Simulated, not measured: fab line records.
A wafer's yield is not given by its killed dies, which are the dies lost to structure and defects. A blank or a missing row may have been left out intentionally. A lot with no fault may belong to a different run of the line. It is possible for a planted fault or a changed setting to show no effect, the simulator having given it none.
fab line records	flow nandHarc
record: lots: 24	wafers: 72	lastDay: 24
route steps=1159 shown A_CONTACT@855
lots that met no fault: taken from a fault-free run of the same line
startH: hours from the record's opening day to when the first of the lot's shown wafers began	waitH: hours since the lot's step before	" the same as in the row above	L1.1+2: one row covering several wafers at once	- either no value or no given start	* or withheld: withheld	< > ~ a bound
route shown NAME@n: a module of which the file shows steps, and the number in the route of the first	usual: average and standard deviation across the fault-free wafers	same: alike in all rows	chamber/n: place in a boat	sites: the reading at each site	_std_site: the values' standard deviation	_edge_site: the outer-site mean with the inner-site mean subtracted	radiusMm: for every site, how far away it sits from the centre of the wafer	mask NAME#n: copy n	behind: the last tool/chamber to shape the wafer	hold: the reason the lot was held/the length of the hold in hours/how it ended	device: the n, p or np transistor that did not switch	end of line: the route-end tests of the same wafers	a step with no rows: only its recipe	killed: at the first sort, the dies lost to defects and structure; wafer yield is something else	map: the dies of a wafer, with x for killed, . for not killed, _ for no die there
set.NAME: the setting as run; set.NAME@STEP: as run at that earlier step	model.NAME: the simulator's own value behind a step, which no gauge read
route steps across a sampled set of lots; one table per step, one row per wafer
services: a tool's chamber out of use, with start hour (startH, from the record's first day; less than 0 if before it), hours out, and reason
== steps ==
step: NHARC_A_CONTACT_OVL_MEAS_43
usual: overlayXNm: 0.0/0.91	overlayYNm: -0.2/0.79
lot.wafer	tool	chamber	startH	waitH	overlayXNm	overlayYNm
L074.1	overlay-02	-	368.48	-	0.7	-0.1
L074.2	"	-	"	"	0.2	0.0
L074.6	"	-	"	"	0.1	0.8
L075.1	overlay-02	-	368.74	-	0.5	0.5
L075.3	"	-	"	"	0.6	0.8
L075.5	"	-	"	"	-0.4	0.6
L076.2	overlay-01	-	385.28	-	-1.3	0.2
L076.3	"	-	"	"	-0.8	-0.2
L076.5	"	-	"	"	-1.0	0.2
L077.2	overlay-02	-	387.53	-	-0.4	0.7
L077.4	"	-	"	"	0.1	0.2
L077.5	"	-	"	"	0.0	0.2
L078.2	overlay-02	-	397.39	-	1.2	-0.2
L078.5	"	-	"	"	1.3	0.5
L078.6	"	-	"	"	1.1	0.1
L079.3	overlay-02	-	402.50	-	0.4	0.2
L079.4	"	-	"	"	0.5	0.0
L079.5	"	-	"	"	0.4	0.1
L080.1	overlay-02	-	413.39	-	1.1	-0.1
L080.4	"	-	"	"	1.1	-0.3
L080.5	"	-	"	"	0.7	0.8
L081.2	overlay-02	-	415.24	-	0.3	-1.4
L081.4	"	-	"	"	-0.3	-1.7
L081.6	"	-	"	"	-0.2	-1.3
L084.2	overlay-01	-	430.38	-	0.9	0.4
L084.4	"	-	"	"	1.0	-0.4
L084.5	"	-	"	"	1.1	0.1
L085.3	overlay-02	-	430.53	-	-0.5	-0.7
L085.4	"	-	"	"	-1.0	0.4
L085.6	"	-	"	"	-0.5	-0.6
L083.3	overlay-02	-	434.80	-	-0.8	-0.9
L083.5	"	-	"	"	-0.2	-1.0
L083.6	"	-	"	"	-0.5	-0.3
L082.1	overlay-02	-	435.59	-	-0.7	0.2
L082.4	"	-	"	"	-1.1	0.5
L082.6	"	-	"	"	-1.2	0.4
L087.1	overlay-02	-	447.29	-	-1.3	-1.6
L087.2	"	-	"	"	-1.7	-1.1
L087.3	"	-	"	"	-1.4	-0.9
L086.2	overlay-02	-	447.57	-	0.6	0.4
L086.4	"	-	"	"	1.1	0.8
L086.5	"	-	"	"	1.5	0.5
L088.2	overlay-01	-	463.84	-	-0.7	-1.0
L088.4	"	-	"	"	0.1	-1.2
L088.5	"	-	"	"	0.0	-0.8
L089.3	overlay-01	-	464.26	-	-0.5	1.2
L089.4	"	-	"	"	-0.8	0.8
L089.6	"	-	"	"	-1.7	1.0
L090.2	overlay-02	-	476.82	-	-1.8	0.1
L090.4	"	-	"	"	-2.1	0.3
L090.6	"	-	"	"	-1.7	0.8
L091.1	overlay-01	-	476.99	-	1.4	-1.6
L091.2	"	-	"	"	1.6	-1.5
L091.5	"	-	"	"	1.3	-1.6
L092.1	overlay-01	-	482.29	-	-0.4	-2.0
L092.3	"	-	"	"	0.2	-1.3
L092.4	"	-	"	"	-0.5	-1.1
L095.2	overlay-01	-	499.19	-	0.2	-0.9
L095.5	"	-	"	"	-0.2	-1.0
L095.6	"	-	"	"	0.0	-0.5
L093.2	overlay-02	-	499.36	-	1.0	0.4
L093.4	"	-	"	"	1.3	-0.5
L093.5	"	-	"	"	1.0	0.2
L094.3	overlay-01	-	503.29	-	-0.9	0.9
L094.4	"	-	"	"	-1.1	0.6
L094.5	"	-	"	"	-0.8	-0.1
L096.1	overlay-01	-	504.02	-	0.0	0.7
L096.3	"	-	"	"	0.1	0.6
L096.5	"	-	"	"	0.3	-0.2
L097.1	overlay-02	-	510.97	-	-0.8	-1.0
L097.2	"	-	"	"	-0.2	-1.0
L097.5	"	-	"	"	-0.3	-0.6
step: NHARC_A_CONTACT_ETCH_49
recipe: targetDepthA: 2600	overEtchFrac: 0.3	timeS: 475.3	ionEnergyEv: 200	n2FlowSccm: 150	h2FlowSccm: 150	arFlowSccm: 0	rfW: 400	biasW: 150	chemistry: N2/H2
usual: drypumpMotorCurrentA: 5.6/0.45	n2FlowSccm: 150.0/0.38	oesProductAu: 0.998/0.0079	rfVppV: 431/3.1	showerheadPlenumPTorr: 2.04/0.11	throttleValvePct: 14.171/0.0096
lot.wafer	tool	chamber	startH	waitH	drypumpMotorCurrentA	n2FlowSccm	oesProductAu	rfHoursCounterH	rfVppV	showerheadPlenumPTorr	throttleValvePct
L074.2	rieDiel-03	2	-	-	5.2	149.9	1.001	54	435	2.17	14.179
L074.1	"	3	"	"	5.3	150.6	1.005	56	425	1.90	14.169
L074.6	"	2	"	"	5.2	149.9	0.996	-	434	2.18	14.186
L075.3	rieDiel-01	0	-	-	5.7	150.3	1.001	9	436	2.21	14.177
L075.1	"	2	"	"	5.6	149.7	1.003	11	428	1.99	14.183
L075.5	"	0	"	"	5.7	150.2	1.006	-	438	2.21	14.170
L076.2	rieDiel-01	3	385.64	0.1	6.2	150.4	0.999	13	430	2.01	14.166
L076.3	"	0	"	"	5.7	150.2	1.000	-	434	2.21	14.179
L076.5	"	0	"	"	5.7	150.0	0.999	-	435	2.21	14.170
L077.2	rieDiel-01	1	-	-	6.1	150.0	0.988	11	429	1.93	14.173
L077.4	"	1	"	"	6.1	149.7	0.984	-	429	1.93	14.157
L077.5	"	0	"	"	5.7	150.7	0.999	-	435	2.21	14.156
L078.2	rieDiel-09	1	-	-	5.0	149.4	1.006	51	428	1.89	14.162
L078.6	"	0	"	"	6.4	150.6	0.995	-	430	2.08	14.165
L078.5	"	1	"	"	5.0	149.6	1.008	-	426	1.89	14.177
L079.3	rieDiel-01	3	-	-	6.2	149.9	1.003	18	428	2.01	14.159
L079.4	"	1	"	"	6.0	149.2	0.988	-	427	1.93	14.179
L079.5	"	3	"	"	6.2	150.0	1.010	-	431	2.01	14.178
L080.1	rieDiel-09	0	-	-	6.4	149.3	0.990	59	431	2.08	14.159
L080.4	"	2	"	"	5.6	149.9	0.997	60	433	2.09	14.185
L080.5	"	0	"	"	6.3	149.6	0.994	-	432	2.08	14.170
L081.2	rieDiel-09	2	-	-	5.6	149.8	0.998	61	432	2.09	14.154
L081.4	"	1	"	"	5.0	150.8	0.998	58	427	1.89	14.164
L081.6	"	2	"	"	5.6	149.8	1.004	-	433	2.09	14.159
L084.4	rieDiel-01	1	-	-	6.0	149.5	0.987	20	428	1.93	14.166
L084.2	"	2	"	"	5.6	149.8	0.999	15	430	1.99	14.169
L084.5	"	1	"	"	6.0	150.2	0.988	-	429	1.92	14.179
L085.3	rieDiel-03	2	-	-	5.2	149.8	1.004	8	434	2.17	14.182
L085.6	"	3	"	"	5.3	149.7	0.997	-	427	1.89	14.180
L085.4	"	1	"	"	4.8	150.0	1.012	-	433	2.12	14.177
L083.3	rieDiel-01	3	-	-	6.2	150.2	0.994	24	430	2.00	14.170
L083.6	"	0	"	"	5.7	150.1	1.008	-	435	2.21	14.148
L083.5	"	1	"	"	6.0	150.2	0.994	-	426	1.92	14.185
L082.1	rieDiel-03	3	-	-	5.3	150.3	1.009	10	426	1.89	14.184
L082.4	"	2	"	"	5.2	149.9	1.000	12	434	2.17	14.170
L082.6	"	0	"	"	5.8	150.6	0.999	-	432	2.07	14.180
L087.3	rieDiel-01	2	-	-	5.6	149.9	1.004	20	428	1.99	14.163
L087.2	"	3	"	"	6.2	150.1	1.006	28	429	2.00	14.161
L087.1	"	1	"	"	6.0	149.8	0.997	25	428	1.92	14.182
L086.4	rieDiel-03	1	-	-	4.7	150.1	1.005	22	433	2.12	14.177
L086.2	"	2	"	"	5.2	150.5	1.000	17	434	2.17	14.165
L086.5	"	3	"	"	5.3	149.7	0.998	-	427	1.89	14.151
L088.2	rieDiel-01	2	-	-	5.6	150.3	0.991	22	430	1.99	14.172
L088.4	"	3	"	"	6.2	150.7	1.000	31	430	2.00	14.168
L088.5	"	0	"	"	5.7	150.0	0.997	-	436	2.21	14.183
L089.4	rieDiel-01	3	-	-	6.2	150.1	1.004	31	429	2.00	14.166
L089.3	"	1	"	"	6.1	150.3	0.994	28	426	1.92	14.160
L089.6	"	2	"	"	5.6	149.3	0.989	-	428	1.99	14.178
L090.2	rieDiel-01	2	-	-	5.6	150.3	0.991	24	429	1.98	14.173
L090.4	"	0	"	"	5.7	149.1	0.984	32	434	2.21	14.180
L090.6	"	1	"	"	6.0	149.9	0.989	-	427	1.92	14.163
L091.2	rieDiel-03	1	-	-	4.7	150.3	1.018	35	431	2.11	14.151
L091.1	"	3	"	"	5.3	150.1	0.994	27	426	1.88	14.154
L091.5	"	0	"	"	5.7	149.8	0.999	-	432	2.07	14.179
L092.3	rieDiel-09	0	-	-	6.3	150.2	0.998	16	430	2.07	14.176
L092.1	"	2	"	"	5.6	149.6	0.987	16	432	2.08	14.177
L092.4	"	3	"	"	5.6	149.8	1.012	17	432	2.12	14.178
L093.4	rieDiel-03	0	-	-	5.8	150.3	0.991	27	430	2.06	14.158
L093.2	"	1	"	"	4.7	149.4	1.014	42	432	2.11	14.174
L093.5	"	3	"	"	5.3	150.1	0.997	-	427	1.88	14.184
L095.2	rieDiel-09	0	-	-	6.4	150.4	0.993	26	431	2.06	14.182
L095.5	"	1	"	"	5.0	150.0	1.008	-	425	1.88	14.165
L095.6	"	2	"	"	5.6	150.1	0.991	-	431	2.08	14.168
L094.3	rieDiel-09	2	-	-	5.7	150.2	0.990	25	432	2.08	14.151
L094.4	"	0	"	"	6.4	149.8	1.005	27	431	2.06	14.177
L094.5	"	3	"	"	5.6	149.9	1.005	-	433	2.12	14.181
L096.1	rieDiel-03	1	-	-	4.7	150.3	1.007	44	433	2.11	14.172
L096.3	"	0	"	"	5.8	149.6	0.984	29	431	2.06	14.161
L096.5	"	2	"	"	5.2	150.3	1.009	-	433	2.16	14.182
L097.2	rieDiel-01	1	-	-	6.1	150.3	0.988	1	429	1.92	14.177
L097.1	"	3	"	"	6.2	150.1	0.983	2	431	2.00	14.174
L097.5	"	0	"	"	5.7	150.1	0.995	-	436	2.20	14.174
step: NHARC_A_CONTACT_ETCH_112
recipe: sourceW: withheld	pressureMtorr: 20	biasV: 3000	timeS: 94	targetDepthA: 9220	arFlowSccm: withheld	c4f8FlowSccm: withheld	o2FlowSccm: withheld	chemistry: C4F8/O2/Ar
lot.wafer	tool	chamber	startH	waitH	rfHoursCounterH
L075.1	harCapEtch-03	0	370.33	0.1	80
L075.3	"	0	"	"	-
L075.5	"	0	"	"	-
L074.2	harCapEtch-02	1	370.48	0.2	10
L074.1	"	0	"	"	10
L074.6	"	1	"	"	-
L076.2	harCapEtch-03	1	387.35	0.1	84
L076.3	"	0	"	"	-
L076.5	"	0	"	"	-
L077.2	harCapEtch-03	1	389.33	0.2	85
L077.4	"	0	"	"	-
L077.5	"	0	"	"	-
L078.2	harCapEtch-02	1	398.96	0.2	16
L078.6	"	0	"	"	-
L078.5	"	1	"	"	-
L079.4	harCapEtch-02	1	404.36	0.1	-
L079.3	"	0	"	"	-
L079.5	"	1	"	"	-
L080.1	harCapEtch-01	1	415.07	0.1	64
L080.4	"	0	"	"	-
L080.5	"	0	"	"	-
L081.2	harCapEtch-03	1	416.81	0.2	89
L081.4	"	0	"	"	-
L081.6	"	1	"	"	-
L084.2	harCapEtch-01	1	431.95	0.1	66
L084.4	"	1	"	"	-
L084.5	"	0	"	"	-
L085.4	harCapEtch-02	0	434.18	0.1	-
L085.3	"	1	"	"	-
L085.6	"	0	"	"	-
L083.3	harCapEtch-01	0	436.39	0.1	-
L083.6	"	0	"	"	-
L083.5	"	1	"	"	-
L082.1	harCapEtch-03	1	437.41	0.2	93
L082.4	"	1	"	"	-
L082.6	"	0	"	"	-
L087.1	harCapEtch-03	0	448.88	0.2	95
L087.2	"	1	"	"	95
L087.3	"	1	"	"	-
L086.2	harCapEtch-02	0	449.21	0.2	24
L086.4	"	0	"	"	-
L086.5	"	1	"	"	-
L088.2	harCapEtch-01	0	465.60	0.2	73
L088.4	"	0	"	"	-
L088.5	"	1	"	"	-
L089.3	harCapEtch-03	1	466.11	0.1	-
L089.4	"	0	"	"	-
L089.6	"	0	"	"	-
L090.2	harCapEtch-02	1	478.39	0.1	27
L090.4	"	0	"	"	-
L090.6	"	0	"	"	-
L091.1	harCapEtch-01	0	478.54	0.2	75
L091.2	"	1	"	"	75
L091.5	"	1	"	"	-
L092.1	harCapEtch-03	1	483.83	0.2	102
L092.4	"	1	"	"	-
L092.3	"	0	"	"	-
L093.2	harCapEtch-01	0	501.31	0.2	79
L093.4	"	0	"	"	-
L093.5	"	1	"	"	-
L095.2	harCapEtch-02	0	503.06	0.1	31
L095.6	"	1	"	"	-
L095.5	"	0	"	"	-
L094.4	harCapEtch-01	0	505.01	0.1	-
L094.3	"	1	"	"	-
L094.5	"	0	"	"	-
L096.1	harCapEtch-03	1	505.62	0.1	105
L096.3	"	1	"	"	-
L096.5	"	1	"	"	-
L097.2	harCapEtch-02	0	512.56	0.2	34
L097.1	"	1	"	"	34
L097.5	"	1	"	"	-
step: NHARC_A_CONTACT_ETCH_96
recipe: targetDepthA: 200	overEtchFrac: 0.5	timeS: 10	ionEnergyEv: 250	c4f6FlowSccm: 25	o2FlowSccm: 20	arFlowSccm: 500	rfW: 600	biasW: 500	chemistry: C4F6/O2
usual: drypumpMotorCurrentA: 5.7/0.41	oesProductAu: 0.983/0.022	rfVppV: 547/3.9	showerheadPlenumPTorr: 3.92/0.18	throttleValvePct: 26.904/0.0091
lot.wafer	tool	chamber	startH	waitH	drypumpMotorCurrentA	oesProductAu	rfHoursCounterH	rfVppV	showerheadPlenumPTorr	throttleValvePct
L075.1	rieDiel-01	0	-	-	5.7	0.956	10	554	4.22	26.899
L075.3	"	3	"	"	6.2	0.956	11	545	3.87	26.904
L075.5	"	1	"	"	6.1	0.923	-	542	3.73	26.904
L074.2	rieDiel-01	3	-	-	6.2	1.003	11	546	3.87	26.916
L074.1	"	0	"	"	5.7	0.998	10	553	4.22	26.899
L074.6	"	2	"	"	5.6	1.004	-	544	3.84	26.921
L076.2	rieDiel-01	0	389.16	0.2	5.7	0.977	14	554	4.22	26.907
L076.3	"	1	"	"	6.1	0.967	12	541	3.73	26.903
L076.5	"	0	"	"	5.7	0.970	-	552	4.22	26.911
L077.2	rieDiel-09	1	-	-	5.0	0.978	48	543	3.68	26.895
L077.4	"	2	"	"	5.6	0.976	52	551	4.01	26.908
L077.5	"	0	"	"	6.4	0.962	-	548	3.99	26.918
L078.2	rieDiel-01	0	400.71	0.1	5.7	1.000	17	552	4.22	26.918
L078.5	"	1	"	"	6.1	0.986	-	543	3.73	26.912
L078.6	"	3	"	"	6.2	1.003	-	546	3.87	26.888
L079.3	rieDiel-01	0	406.10	0.1	5.7	0.945	18	554	4.22	26.886
L079.4	"	0	"	"	5.7	0.946	-	553	4.22	26.914
L079.5	"	1	"	"	6.1	0.939	-	543	3.73	26.912
L080.1	rieDiel-01	2	-	-	5.6	0.994	13	544	3.84	26.920
L080.4	"	1	"	"	6.1	0.982	18	543	3.73	26.914
L080.5	"	2	"	"	5.6	0.981	-	546	3.84	26.895
L081.2	rieDiel-01	0	-	-	5.7	1.000	21	553	4.21	26.878
L081.4	"	1	"	"	6.1	0.985	19	543	3.73	26.901
L081.6	"	3	"	"	6.2	1.005	-	545	3.86	26.909
L084.2	rieDiel-01	1	-	-	6.1	0.932	22	542	3.73	26.896
L084.4	"	0	"	"	5.7	0.922	23	553	4.21	26.895
L084.5	"	2	"	"	5.6	0.946	-	545	3.83	26.923
L085.3	rieDiel-01	1	-	-	6.1	0.994	22	545	3.73	26.902
L085.4	"	3	"	"	6.2	0.998	25	546	3.86	26.912
L085.6	"	1	"	"	6.0	0.981	-	544	3.73	26.901
L083.3	rieDiel-03	2	-	-	5.2	0.999	13	552	4.14	26.909
L083.6	"	3	"	"	5.3	0.987	-	543	3.67	26.899
L083.5	"	0	"	"	5.8	0.988	-	548	3.98	26.897
L082.1	rieDiel-01	2	-	-	5.6	1.000	18	546	3.83	26.917
L082.4	"	1	"	"	6.1	0.999	23	545	3.73	26.913
L082.6	"	2	"	"	5.6	0.996	-	545	3.83	26.901
L087.2	rieDiel-09	3	-	-	5.6	1.013	5	549	4.07	26.897
L087.3	"	1	"	"	5.0	1.012	4	541	3.66	26.914
L087.1	"	2	"	"	5.6	0.994	4	549	4.00	26.891
L086.4	rieDiel-01	2	-	-	5.6	0.991	20	545	3.83	26.910
L086.2	"	3	"	"	6.2	0.986	28	547	3.86	26.897
L086.5	"	1	"	"	6.1	0.998	-	543	3.72	26.894
L088.2	rieDiel-03	1	-	-	4.7	0.970	31	548	4.05	26.898
L088.4	"	2	"	"	5.2	0.978	25	550	4.13	26.900
L088.5	"	1	"	"	4.7	0.966	-	550	4.05	26.906
L089.3	rieDiel-03	3	-	-	5.3	0.988	22	542	3.66	26.901
L089.4	"	0	"	"	5.8	0.990	15	546	3.97	26.893
L089.6	"	3	"	"	5.3	1.008	-	542	3.66	26.905
L090.2	rieDiel-01	2	480.25	0.2	5.6	0.984	26	546	3.83	26.908
L090.6	"	0	"	"	5.7	0.981	-	553	4.21	26.907
L090.4	"	1	"	"	6.1	0.979	-	542	3.72	26.907
L091.2	rieDiel-09	1	-	-	5.0	1.010	15	541	3.66	26.901
L091.1	"	3	"	"	5.6	1.020	17	551	4.07	26.900
L091.5	"	2	"	"	5.6	0.988	-	549	3.99	26.897
L092.1	rieDiel-03	3	-	-	5.3	0.935	29	541	3.66	26.890
L092.4	"	0	"	"	5.8	0.987	22	547	3.97	26.905
L092.3	"	2	"	"	5.2	0.938	32	550	4.13	26.888
L093.4	rieDiel-01	3	-	-	6.2	0.988	0	544	3.86	26.920
L093.2	"	1	"	"	6.0	0.996	0	543	3.72	26.918
L093.5	"	3	"	"	6.2	1.002	-	546	3.86	26.908
L095.2	rieDiel-01	2	-	-	5.6	1.001	0	546	3.83	26.910
L095.5	"	0	"	"	5.7	0.989	-	552	4.20	26.886
L095.6	"	1	"	"	6.1	0.981	-	541	3.72	26.916
L094.3	rieDiel-01	1	-	-	6.1	0.989	0	544	3.72	26.906
L094.4	"	2	"	"	5.6	1.003	0	544	3.83	26.900
L094.5	"	0	"	"	5.7	0.998	-	554	4.20	26.904
L096.1	rieDiel-09	0	-	-	6.4	0.997	28	548	3.96	26.908
L096.3	"	1	"	"	5.0	0.998	26	542	3.65	26.916
L096.5	"	1	"	"	5.0	0.999	-	542	3.65	26.900
L097.2	rieDiel-03	1	514.36	0.1	4.7	0.984	47	549	4.04	26.904
L097.1	"	0	"	"	5.7	0.959	32	548	3.96	26.908
L097.5	"	1	"	"	4.7	0.977	-	549	4.04	26.910
step: NHARC_A_CONTACT_CD_MEAS_53
usual: cdNm: 189.6/0.85
lot.wafer	tool	chamber	startH	waitH	cdNm
L075.1	cdSem-01	-	372.13	-	190.7
L075.3	"	-	"	"	189.8
L075.5	"	-	"	"	189.3
L074.1	cdSem-03	-	372.35	-	189.2
L074.2	"	-	"	"	189.3
L074.6	"	-	"	"	188.9
L076.2	cdSem-03	-	389.25	-	190.3
L076.3	"	-	"	"	190.2
L076.5	"	-	"	"	190.5
L077.2	cdSem-01	-	391.17	-	190.6
L077.4	"	-	"	"	190.1
L077.5	"	-	"	"	190.9
L078.2	cdSem-01	-	400.80	-	190.8
L078.5	"	-	"	"	189.5
L078.6	"	-	"	"	190.2
L079.3	cdSem-03	-	406.19	-	190.1
L079.4	"	-	"	"	190.3
L079.5	"	-	"	"	189.0
L080.1	cdSem-02	-	416.89	-	190.4
L080.4	"	-	"	"	190.5
L080.5	"	-	"	"	190.1
L081.2	cdSem-03	-	418.65	-	188.9
L081.4	"	-	"	"	188.3
L081.6	"	-	"	"	189.4
L084.2	cdSem-01	-	433.76	-	190.7
L084.4	"	-	"	"	190.7
L084.5	"	-	"	"	190.6
L085.3	cdSem-03	-	436.13	-	187.3
L085.4	"	-	"	"	187.7
L085.6	"	-	"	"	187.6
L083.3	cdSem-02	-	438.19	-	187.6
L083.5	"	-	"	"	188.5
L083.6	"	-	"	"	187.7
L082.1	cdSem-01	-	439.24	-	189.8
L082.4	"	-	"	"	189.6
L082.6	"	-	"	"	189.5
L087.1	cdSem-01	-	450.69	-	190.3
L087.2	"	-	"	"	190.8
L087.3	"	-	"	"	190.9
L086.2	cdSem-03	-	451.03	-	188.5
L086.4	"	-	"	"	188.1
L086.5	"	-	"	"	188.4
L088.2	cdSem-03	-	467.55	-	189.5
L088.4	"	-	"	"	188.5
L088.5	"	-	"	"	189.1
L089.3	cdSem-01	-	468.05	-	189.9
L089.4	"	-	"	"	188.6
L089.6	"	-	"	"	189.1
L090.2	cdSem-02	-	480.33	-	189.3
L090.4	"	-	"	"	189.2
L090.6	"	-	"	"	189.7
L091.1	cdSem-03	-	480.37	-	189.6
L091.2	"	-	"	"	189.6
L091.5	"	-	"	"	189.4
L092.1	cdSem-03	-	485.65	-	189.5
L092.3	"	-	"	"	188.7
L092.4	"	-	"	"	188.7
L093.2	cdSem-01	-	503.13	-	191.1
L093.4	"	-	"	"	190.7
L093.5	"	-	"	"	190.2
L095.2	cdSem-01	-	504.86	-	189.9
L095.5	"	-	"	"	190.4
L095.6	"	-	"	"	190.3
L094.3	cdSem-02	-	506.81	-	190.1
L094.4	"	-	"	"	190.1
L094.5	"	-	"	"	190.0
L096.1	cdSem-02	-	507.51	-	190.6
L096.3	"	-	"	"	190.0
L096.5	"	-	"	"	189.4
L097.1	cdSem-03	-	514.44	-	188.5
L097.2	"	-	"	"	189.5
L097.5	"	-	"	"	188.6
step: NHARC_A_CONTACT_CD_MEAS_69
recipe: targetCdNm: 200	landingEnergyEv: 500
usual: cdNm: 200.4/0.49
lot.wafer	tool	chamber	startH	waitH	cdNm
L075.1	cdSem-02	0	377.58	-	201.0
L075.3	"	0	"	"	201.9
L075.5	"	0	"	"	200.6
L074.1	cdSem-03	0	378.90	-	200.6
L074.2	"	0	"	"	200.2
L074.6	"	0	"	"	200.2
L076.2	cdSem-03	0	392.84	-	200.4
L076.3	"	0	"	"	201.0
L076.5	"	0	"	"	200.1
L077.2	cdSem-02	0	394.89	-	199.8
L077.4	"	0	"	"	200.2
L077.5	"	0	"	"	199.9
L078.2	cdSem-03	0	404.66	-	199.4
L078.5	"	0	"	"	199.4
L078.6	"	0	"	"	199.6
L079.3	cdSem-02	0	410.17	-	200.2
L079.4	"	0	"	"	200.7
L079.5	"	0	"	"	201.4
L080.1	cdSem-03	0	420.33	-	200.9
L080.4	"	0	"	"	200.6
L080.5	"	0	"	"	200.8
L081.2	cdSem-03	0	423.76	-	199.6
L081.4	"	0	"	"	200.3
L081.6	"	0	"	"	200.3
L084.2	cdSem-03	0	437.55	-	199.6
L084.4	"	0	"	"	201.0
L084.5	"	0	"	"	200.0
L085.3	cdSem-03	0	441.01	-	200.6
L085.4	"	0	"	"	200.7
L085.6	"	0	"	"	201.0
L083.3	cdSem-03	0	443.09	-	200.0
L083.5	"	0	"	"	200.0
L083.6	"	0	"	"	200.1
L082.1	cdSem-01	0	443.24	-	201.2
L082.4	"	0	"	"	200.8
L082.6	"	0	"	"	201.0
L087.1	cdSem-01	0	457.04	-	200.7
L087.2	"	0	"	"	200.4
L087.3	"	0	"	"	200.6
L086.2	cdSem-01	0	458.12	-	199.5
L086.4	"	0	"	"	200.0
L086.5	"	0	"	"	200.2
L088.2	cdSem-01	0	471.15	-	201.0
L088.4	"	0	"	"	200.1
L088.5	"	0	"	"	200.4
L089.3	cdSem-03	0	471.58	-	200.0
L089.4	"	0	"	"	200.5
L089.6	"	0	"	"	200.5
L090.2	cdSem-01	0	484.72	-	200.1
L090.4	"	0	"	"	199.6
L090.6	"	0	"	"	200.3
L091.1	cdSem-02	0	485.73	-	200.2
L091.2	"	0	"	"	201.1
L091.5	"	0	"	"	200.7
L092.1	cdSem-01	0	491.20	-	200.5
L092.3	"	0	"	"	200.4
L092.4	"	0	"	"	200.5
L093.2	cdSem-01	0	506.94	-	199.6
L093.4	"	0	"	"	199.7
L093.5	"	0	"	"	200.0
L095.2	cdSem-03	0	508.32	-	200.1
L095.5	"	0	"	"	200.3
L095.6	"	0	"	"	201.0
L094.3	cdSem-03	0	510.25	-	201.0
L094.4	"	0	"	"	200.4
L094.5	"	0	"	"	200.7
L096.1	cdSem-01	0	511.99	-	200.7
L096.3	"	0	"	"	199.6
L096.5	"	0	"	"	200.1
L097.1	cdSem-01	0	522.33	-	201.2
L097.2	"	0	"	"	200.8
L097.5	"	0	"	"	200.8
== services ==
tool	chamber	startH	hours	kind
rieDiel-01	0	348.34	-	clean
rieDiel-01	1	348.34	-	clean
rieDiel-01	2	348.34	-	clean
rieDiel-01	3	348.34	-	clean
rieDiel-09	0	353.43	2.7	repair
rieDiel-09	0	371.94	1.3	repair
rieDiel-01	0	372.84	-	clean
rieDiel-01	1	372.84	-	clean
rieDiel-01	2	372.84	-	clean
rieDiel-01	3	372.84	-	clean
rieDiel-01	2	381.19	32.8	repair
rieDiel-01	1	383.76	2.5	repair
rieDiel-03	-	392.34	9.0	pm
rieDiel-01	0	397.35	-	clean
rieDiel-01	1	397.35	-	clean
rieDiel-01	3	397.35	-	clean
rieDiel-03	2	408.24	2.8	repair
rieDiel-01	0	421.93	-	clean
rieDiel-01	1	421.93	-	clean
rieDiel-01	0	424.13	5.2	repair
rieDiel-09	-	432.52	9.0	pm
rieDiel-01	-	465.79	1.9	repair
rieDiel-01	-	491.84	9.0	pm
rieDiel-03	2	513.89	7.6	repair
== key ==
fault none
